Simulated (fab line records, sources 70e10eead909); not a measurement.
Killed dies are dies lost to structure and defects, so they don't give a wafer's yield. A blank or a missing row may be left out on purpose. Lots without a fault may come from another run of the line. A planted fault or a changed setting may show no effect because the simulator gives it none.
Problem report in the 8D (eight disciplines) form, filled by code | flow nand_harc | the parts of the form that need people (team, actions taken, sign-off) are left out

1. THE PROBLEM
cd_nm at NHARC_P_M2_CD_MEAS_09 reads a mean of 106.4 nm on 6 wafers of 2 lots; wafers without a fault read 170.1 nm with a standard deviation of 0.76. That is -84 standard deviations from the usual mean.
The step: target cd 170 nm.
First seen on wafer L264.4, day 10 14:26, on cd_sem-01. The record holds 36 wafers of 12 lots with a number at this step. Rule for "out", or "out of limits": more than 4 standard deviations from the usual mean. The other wafers with a number count as sound.

2. WHAT IT IS AND WHAT IT IS NOT
question                    | is                     | is not
which readings at this step | cd_nm                  | -
which lots                  | L264, L265             | L254, L255, L257, L259, L266, L268, L273, L274, L275, L277
which wafers of those lots  | all that have a number | -
read on which gauges        | cd_sem-01, cd_sem-03   | cd_sem-02
when                        | from day 10 14:26      | up to then (12 sound wafers); but 18 sound wafers of L266, L268, L273, L274, L275, L277 came after

3. SUSPECTS, AND WHAT RULES EACH OUT
Counting: a tool at a process step up to the reading stays a suspect if it ran every lot that is out and no sound lot after the first of them.
- the gauge at NHARC_P_M2_CD_MEAS_09: ruled out. The wafers that are out were read on 2 gauges (cd_sem-01, cd_sem-03).
- pvd_sputter-02 at NHARC_P_M1_PRE_CLEAN_30 (time 30 s): ruled out as a lasting fault. Sound lots L275, L277 ran on it after its first lot that is out, L264 (day 10 13:17). NHARC_P_M1_PRE_CLEAN_30 gives no start for some lots, so the hours and the order of its lots are those of NHARC_P_M1_PRE_CLEAN_32.
- litho_track-06 at NHARC_P_M2_PEB_07 (peb time 65 s): ruled out as a lasting fault. Sound lots L273, L274 ran on it after its first lot that is out, L264 (day 10 14:21).
Left after counting: nothing in the record.

4. THE CAUSE (what the simulator had put in)
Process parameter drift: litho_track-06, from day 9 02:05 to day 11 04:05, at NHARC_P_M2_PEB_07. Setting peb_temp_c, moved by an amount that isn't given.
Counting ruled it out, wrongly: the rule takes a fault to strike every lot that its tool runs from its start on, and this one did not.

5. THE CHAIN OF EFFECTS, in route order
Each row: a reading whose mean over the struck wafers that have a number lies more than 3 standard deviations from the usual. Only readings for which the record gives a usual standard deviation are gone through. hours: the time from each lot's start at the first step in this table that gives one to its start at this step, as a median over the lots. sigmas: the change in usual standard deviations.
hours | step                  | reading              | usual    | on struck wafers | change | sigmas
0     | NHARC_P_M2_PEB_07     | heater_power_total_W | 156.6 W  | 129.5            | -27.1  | -65
0     | NHARC_P_M2_PEB_07     | plate_temp_C         | 99.99 C  | 87.26            | -12.73 | -98
0     | NHARC_P_M2_CD_MEAS_09 | cd_nm                | 170.1 nm | 106.4            | -63.7  | -84
445   | NHARC_END_SORT_01     | defect_limited_yield | 90 %     | 0                | -90    | -24
445   | NHARC_END_SORT_01     | killed_at_periphery  | 4.0      | 615.3            | +611.3 | +99 or more
445   | NHARC_END_SORT_01     | killed_dies          | 66       | 677              | +611   | +24
The process steps in it:
- NHARC_P_M2_PEB_07: peb time 65 s.

6. WHAT WOULD HAVE CAUGHT IT SOONER
In this record the first reading out of limits at a measuring or inspecting step was taken at day 10 14:26, 36 hours after the fault began at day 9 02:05.
The tool's own readings at NHARC_P_M2_PEB_07 were out on every struck wafer that the step has a row for (heater_power_total_W, plate_temp_C): an alarm limit on them would have fired on the first of those.
